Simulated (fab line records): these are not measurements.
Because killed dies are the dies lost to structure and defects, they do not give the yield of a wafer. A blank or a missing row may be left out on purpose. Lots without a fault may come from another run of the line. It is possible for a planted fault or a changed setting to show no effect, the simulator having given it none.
The tool behind it: which one? ; flow nandHarc ; 6 lots, 18 wafers sampled, at 4 steps of a route of 1159

## WHAT THE GAUGES SHOWED, per wafer
NHARC_END_SORT_01.
lot;measured;on;killedShort
L709;day 20 00:45;prober-01;2 3 2
L710;day 20 09:12;prober-01;3 2 3
L724;day 23 23:44;prober-01;1 2 4
L729;day 24 22:18;prober-02;0 2 0

## EACH LOT AND THE TOOL THAT RAN IT (in order: tool; ch and the chambers of the sampled wafers; start)
lot;NHARC_A_CONTACT_ETCH_48;NHARC_A_CONTACT_ETCH_51;NHARC_A_CONTACT_ETCH_113
L709;rieDiel-08 ch 0,1,3, day 16 19:55;rieDiel-08 ch 1,3, day 16 20:32;harCapEtch-01 ch 0,1, day 16 21:31
L710;rieDiel-07 ch 1,2, day 17 06:18;rieDiel-07 ch 1,2,3, day 17 06:53;harCapEtch-01 ch 0, day 17 07:48
L718;rieDiel-05 ch 0,2,3, day 19 04:01;rieDiel-05 ch 0,2,3, day 19 04:36;harCapEtch-01 ch 0,1, day 19 05:29
L723;rieDiel-05 ch 0,2,3, day 20 11:26;rieDiel-05 ch 0,1,2, day 20 12:01;harCapEtch-03 ch 0,1, day 20 12:58
L724;rieDiel-05 ch 1,3, day 20 20:02;rieDiel-05 ch 0,2,3, day 20 20:43;harCapEtch-02 ch 0,1, day 20 21:32
L729;rieDiel-08 ch 0,2,3, day 21 23:13;rieDiel-08 ch 0,3, day 21 23:47;harCapEtch-03 ch 0,1, day 22 00:41
- NHARC_A_CONTACT_ETCH_48: etches the open film in CF4, target depth 39 nm, time 65 s.
- NHARC_A_CONTACT_ETCH_51: etches the open film in O2/COS, target depth 3600 nm, time 936 s.
- NHARC_A_CONTACT_ETCH_113: etches the open film in C4F8/O2/Ar, time 94 s, target depth 922 nm.

## THE ANSWER, worked out from the rows above alone
Rule: the lots themselves supply what counts as usual. The widest of any qualifying gaps counts: lots, ordered by their means at a reading, are off when they make up no more than a third of the lots, leave a main group of 4 or more, and stand apart from it by 3 or more times the standard deviation of that group's means. The tables above print the reading to a certain number of digits; a main group whose means all agree to those digits is not used. Also off: a lot with no number at a reading for which 4 or more lots have one. Where the step has rows for the other lots, those lots are counted as sound.
None of the lots is off at any reading shown; this tells nothing.

## WHAT THE SIMULATOR PUT IN
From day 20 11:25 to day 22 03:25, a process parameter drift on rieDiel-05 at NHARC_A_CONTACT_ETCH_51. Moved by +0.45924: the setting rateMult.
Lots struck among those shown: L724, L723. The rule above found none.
